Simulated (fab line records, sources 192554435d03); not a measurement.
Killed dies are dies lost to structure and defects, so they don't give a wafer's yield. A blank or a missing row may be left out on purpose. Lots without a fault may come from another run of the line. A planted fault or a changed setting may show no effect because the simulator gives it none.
Split-lot experiment | flow n5_finfet | 7 lots, 21 wafers read, on a route of 1938 steps

THE SPLIT
At N5_MOL_CONTACT_COAG_EXPOSE_81 (exposes mask VG, defocus 0 nm), the setting dose_mj was moved away from the recipe's 59.5 on 9 of the 21 wafers read, by -2.2% to +5.2%. The other wafers ran this setting at the recipe's value.

FROM THE SPLIT TO THE READING: what the file shows between them, 2 steps
- N5_MOL_CONTACT_COAG_PEB_82: peb time 60 s
- N5_MOL_CONTACT_COAG_DEVELOP_83: develop time 30 s

THE READING
cd_nm, in nm, at N5_MOL_CONTACT_COAG_CD_MEAS_84 (target cd 25.1 nm). Fault-free wafers of this fab line usually give 25.10 nm, standard deviation 0.22 nm.

wafer  | tool, chamber at the split | dose_mj as run | against the recipe | cd_nm, nm | against lot-mates on the recipe
L078.3 | euv_scanner-01, 0          | 59.5           | recipe             | 25.02     | -
L078.5 | euv_scanner-01, 0          | 59.5           | recipe             | 25.11     | -
L078.6 | euv_scanner-01, 0          | 59.5           | recipe             | 25.53     | -
L079.1 | euv_scanner-02, 0          | 62.62          | +5.2%              | 26.44     | +1.67
L079.2 | euv_scanner-02, 0          | 62.62          | +5.2%              | 25.90     | +1.13
L079.3 | euv_scanner-02, 0          | 59.5           | recipe             | 24.77     | -
L084.2 | euv_scanner-01, 0          | 59.5           | recipe             | 24.94     | -
L084.3 | euv_scanner-01, 0          | 62.15          | +4.5%              | 25.81     | +0.91
L084.4 | euv_scanner-01, 0          | 59.5           | recipe             | 24.86     | -
L086.1 | euv_scanner-02, 0          | 59.5           | recipe             | 24.96     | -
L086.5 | euv_scanner-02, 0          | 59.5           | recipe             | 25.20     | -
L086.6 | euv_scanner-02, 0          | 59.5           | recipe             | 25.43     | -
L089.2 | euv_scanner-01, 0          | 59.5           | recipe             | 25.23     | -
L089.5 | euv_scanner-01, 0          | 59.5           | recipe             | 25.17     | -
L089.6 | euv_scanner-01, 0          | 59.5           | recipe             | 24.77     | -
L092.2 | euv_scanner-02, 0          | 58.28          | -2.1%              | 24.60     | no lot-mate on the recipe
L092.3 | euv_scanner-02, 0          | 58.28          | -2.1%              | 24.59     | no lot-mate on the recipe
L092.6 | euv_scanner-02, 0          | 58.28          | -2.1%              | 24.32     | no lot-mate on the recipe
L094.2 | euv_scanner-02, 0          | 58.17          | -2.2%              | 24.55     | no lot-mate on the recipe
L094.5 | euv_scanner-02, 0          | 58.17          | -2.2%              | 24.51     | no lot-mate on the recipe
L094.6 | euv_scanner-02, 0          | 58.17          | -2.2%              | 24.67     | no lot-mate on the recipe

THE FIT
A straight line over all 21 wafers: cd_nm changes by +0.212 nm for each +1% of dose_mj; r = +0.91; the points scatter about the line by 0.22 nm.
The same after taking each lot's own level away (the mean of its wafers on the recipe; 15 wafers): +0.251 nm for each +1%; r = +0.93; scatter 0.21 nm.
On that fit, the largest move of dose_mj shifts the reading by 1.3 nm.
The lots' own levels span 24.770 to 25.220 nm, that is 2.0 times the standard deviation above.
So the lot-to-lot level changes the slope: the two fits differ.
Check: with one of the wafers moved furthest among these (+5.2%) left out of the fit, the line predicts +1.11 nm for it against its lot-mates. It came out at +1.67 nm against them.

OTHER SPLITS ON THESE WAFERS
These wafers also went through other splits before the reading. Each is held against what the fit with the lots' levels taken away leaves over:
other split on the same wafers      | wafers away from the commonest value | r with cd_nm (lot level and that fit taken away)
N5_SD_EPI_P_PEB_07 peb_time_s       | 5                                    | +0.03
N5_HKMG_FIN_HK_ALD_01 ald_cycles    | 8                                    | +0.02
N5_HKMG_FIN_COAT_43 spin_rpm        | 8                                    | -0.30
N5_HKMG_FIN_ETCH_55 bias_w          | 7                                    | +0.33
N5_HKMG_FIN_ETCH_58 source_w        | 9                                    | -0.21
N5_GATE_CUT_ALD_22 ald_cycles       | 5                                    | -0.28
N5_MOL_CONTACT_COAG_PECVD_31 temp_c | 8                                    | -0.29

THE FILE'S OWN FIT
cd_nm changes by +0.241 nm for each +1% of dose_mj, r = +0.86.
